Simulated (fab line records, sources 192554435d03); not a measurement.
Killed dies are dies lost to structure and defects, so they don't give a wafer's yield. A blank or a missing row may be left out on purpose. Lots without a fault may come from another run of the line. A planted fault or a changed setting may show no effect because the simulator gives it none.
Chamber matching | flow n5_finfet | N5_BEOL_M2_ALD_84 on ald_metal-01: 4 sister chambers
The step deposits TaN, pulse time 2 s, purge time 3 s, co reactant purge time 2 s. 22 wafers are shown with their chamber, then 11 later ones without.

WAFERS WITH THEIR CHAMBER
wafer  | chamber | heater_power_w (W) | heater_power_outer_w (W) | chamber_pressure_Torr (Torr)
L075.3 | 1       | 445                | 249                      | 2.997
L075.4 | 2       | 360                | 196                      | 2.994
L075.6 | 2       | 355                | 194                      | 2.996
L076.1 | 0       | 391                | 218                      | 3.002
L076.2 | 3       | 423                | 236                      | 3.012
L076.5 | 0       | 397                | 219                      | 3.002
L080.1 | 0       | 400                | 212                      | 3.000
L080.4 | 3       | 423                | 237                      | 3.007
L080.5 | 2       | 348                | 194                      | 3.001
L078.1 | 0       | 385                | 218                      | 3.001
L078.4 | 2       | 356                | 186                      | 3.013
L078.5 | 1       | 455                | 243                      | 3.003
L081.1 | 3       | 434                | 236                      | 3.002
L081.3 | 0       | 384                | 211                      | 3.010
L081.6 | 2       | 355                | 197                      | 3.005
L083.3 | 1       | 434                | 247                      | 3.004
L083.5 | 0       | 391                | 215                      | 3.007
L083.6 | 3       | 433                | 238                      | 2.994
L085.2 | 3       | 434                | 246                      | 3.006
L085.3 | 0       | 391                | 217                      | 2.994
L085.5 | 1       | 448                | 244                      | 2.987
L091.1 | 0       | 391                | 216                      | 2.998

SIGNATURES (means of the wafers above)
reading               | chamber 0 | chamber 1 | chamber 2 | chamber 3 | scatter within a chamber
heater_power_w        | 391.25    | 445.50    | 354.80    | 429.40    | 5.97
heater_power_outer_w  | 215.75    | 245.75    | 193.40    | 238.60    | 3.56
chamber_pressure_Torr | 3.00175   | 2.99775   | 3.00180   | 3.00420   | 0.00653
Rule: a wafer's distance from a chamber is the root of the sum, over the readings, of the square of ((its reading less the chamber's mean) divided by the reading's scatter). The wafer belongs to the nearest chamber; if the next one is less than 2 further off, it can't be placed. The scatter: the root of (the sum of the squares of (reading less its chamber's mean) over the shown wafers, divided by (wafers less chambers)).

WAFERS WITHOUT THEIR CHAMBER
wafer  | heater_power_w (W) | heater_power_outer_w (W) | chamber_pressure_Torr (Torr)
L091.4 | 435                | 252                      | 2.999
L091.5 | 364                | 196                      | 3.004
L093.2 | 433                | 250                      | 2.994
L093.3 | 363                | 198                      | 2.998
L093.6 | 452                | 251                      | 2.994
L097.2 | 359                | 195                      | 3.003
L097.3 | 438                | 236                      | 2.998
L097.6 | 447                | 245                      | 3.002
L096.1 | 439                | 243                      | 3.004
L096.3 | 383                | 217                      | 3.017
L096.5 | 358                | 201                      | 2.986

WHICH CHAMBER EACH WENT THROUGH
wafer  | from the rows above     | in truth
L091.4 | can't be placed: 1 or 3 | 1
L091.5 | 2                       | 2
L093.2 | can't be placed: 1 or 3 | 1
L093.3 | 2                       | 2
L093.6 | 1                       | 1
L097.2 | 2                       | 2
L097.3 | can't be placed: 3 or 1 | 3
L097.6 | 1                       | 1
L096.1 | can't be placed: 1 or 3 | 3
L096.3 | 0                       | 0
L096.5 | 2                       | 2
Placed correctly: 7 of 11. Can't be placed from these rows: 4 (the true chamber is among the candidates in 4). Placed wrongly: 0.
